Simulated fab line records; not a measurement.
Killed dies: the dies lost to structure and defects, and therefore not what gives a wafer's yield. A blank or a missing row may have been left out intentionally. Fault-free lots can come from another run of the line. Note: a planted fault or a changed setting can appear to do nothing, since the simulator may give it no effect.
Split-lot experiment    flow n5 finfet    7 lots, 39 wafers read, on a route of 1938 steps

== THE SPLIT ITSELF ==
At N5_SPACER0_ALD_00 (deposits SiOCN, target thk 3.5 nm, pulse time 3 s, purge time 2 s), the setting ald cycles was moved away from the recipe's 58 on 15 of the 39 wafers read, by -15.5% to +8.6%. For the rest of the wafers, this setting stayed at what the recipe calls for.

The reading comes from the split's own step.

== THE READING ==
SiOCN_of_SPACER0_ALD_00.thk nm (the simulator's own value, which no gauge read), in nm, at N5_SPACER0_ALD_00 (deposits SiOCN, target thk 3.5 nm, pulse time 3 s, purge time 2 s). There is no usual value for it anywhere in the file. Here, 24 wafers ran the recipe; their average is 3.5 nm with a standard deviation of 0.094 nm.

wafer   tool, chamber at the split  ald cycles as run  against the recipe  SiOCN_of_SPACER0_ALD_00.thk nm, nm  against lot-mates on the recipe
L074.1  ald sin-03, 1               58                 recipe              3.6                                 -
L074.6  ald sin-03, 1               58                 recipe              3.6                                 -
L074.2  ald sin-03, 2,3,0,2         58                 recipe              3.4                                 -
L074.3  ald sin-03, 2,3,0,2         58                 recipe              3.4                                 -
L074.4  ald sin-03, 2,3,0,2         58                 recipe              3.4                                 -
L074.5  ald sin-03, 2,3,0,2         58                 recipe              3.4                                 -
L076.1  ald sin-03, 3,1             58                 recipe              3.6                                 -
L076.2  ald sin-03, 3,1             58                 recipe              3.6                                 -
L076.3  ald sin-03, 2               58                 recipe              3.4                                 -
L076.4  ald sin-03, 0,1,2           63                 +8.6%               3.8                                 +0.3
L076.5  ald sin-03, 0,1,2           63                 +8.6%               3.8                                 +0.3
L076.6  ald sin-03, 0,1,2           63                 +8.6%               3.8                                 +0.3
L078.1  ald sin-03, 3,0,1           49                 -15.5%              3                                   -0.4
L078.3  ald sin-03, 3,0,1           49                 -15.5%              3                                   -0.4
L078.5  ald sin-03, 3,0,1           49                 -15.5%              3                                   -0.4
L078.2  ald sin-03, 2,1,2           58                 recipe              3.4                                 -
L078.4  ald sin-03, 2,1,2           58                 recipe              3.4                                 -
L078.6  ald sin-03, 2,1,2           58                 recipe              3.4                                 -
L079.1  ald sin-04, 2               58                 recipe              3.6                                 -
L079.2  ald sin-04, 0,3,1           50                 -13.8%              3                                   -0.5
L079.3  ald sin-04, 0,3,1           50                 -13.8%              3                                   -0.5
L079.4  ald sin-04, 0,3,1           50                 -13.8%              3                                   -0.5
L079.5  ald sin-04, 2,3             58                 recipe              3.4                                 -
L079.6  ald sin-04, 2,3             58                 recipe              3.4                                 -
L087.1  ald sin-02, 2,3,2           49                 -15.5%              3                                   -0.5
L087.5  ald sin-02, 2,3,2           49                 -15.5%              3                                   -0.5
L087.6  ald sin-02, 2,3,2           49                 -15.5%              3                                   -0.5
L087.2  ald sin-02, 0               58                 recipe              3.4                                 -
L087.3  ald sin-02, 1,3             58                 recipe              3.6                                 -
L087.4  ald sin-02, 1,3             58                 recipe              3.6                                 -
L090.1  ald sin-03, 2,1             58                 recipe              3.4                                 -
L090.4  ald sin-03, 2,1             58                 recipe              3.4                                 -
L090.2  ald sin-03, 3,0             52                 -10.3%              3.2                                 -0.3
L090.3  ald sin-03, 3,0             52                 -10.3%              3.2                                 -0.3
L090.5  ald sin-03, 3               58                 recipe              3.6                                 -
L090.6  ald sin-03, 0               52                 -10.3%              3                                   -0.5
L095.1  ald sin-02, 3,2,2           58                 recipe              3.4                                 -
L095.2  ald sin-02, 3,2,2           58                 recipe              3.4                                 -
L095.4  ald sin-02, 3,2,2           58                 recipe              3.4                                 -
Where a row lists several chambers, the file gives one row for several wafers and doesn't say which wafer went through which chamber.

FIT RESULTS
A straight line over all 39 wafers: SiOCN_of_SPACER0_ALD_00.thk nm changes by +0.0324 nm for each +1% of ald cycles; r = +0.95; the points scatter about the line by 0.083 nm.
The same after taking each lot's own level away (the mean of its wafers on the recipe; 39 wafers): +0.0312 nm for each +1%; r = +0.95; scatter 0.077 nm.
That fit puts the effect of the largest move of ald cycles on the reading at 0.48 nm.
Across the lots, their own levels run from 3.40 to 3.53 nm, a range of 1.4 times the standard deviation given above.
Hence the lot-to-lot level has little effect on the slope; both slopes agree.
Check: for one of the wafers moved furthest among these (-15.5%), held out of the fit, the line's prediction against its lot-mates is -0.494 nm. It came out at -0.4 nm against them.

== OTHER SPLITS APPLIED TO THESE WAFERS ==
Before the reading, these wafers also passed through other splits. Each is held against what the fit with the lots' levels taken away leaves over:
other split on the same wafers        wafers away from the commonest value  r with SiOCN_of_SPACER0_ALD_00.thk nm (lot level and that fit taken away)
N5_FIN_CUT_ETCH_21 time s             18                                    +0.07
N5_DUMMY_GATE_CVD_03 time s           30                                    -0.04
N5_DUMMY_GATE_ETCH_37 source w        12                                    +0.21
N5_DUMMY_GATE_ETCH_31 target depth a  15                                    -0.27

== THE FILE'S OWN FIT ==
SiOCN_of_SPACER0_ALD_00.thk nm changes by +0.0313 nm for each +1% of ald cycles, r = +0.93.
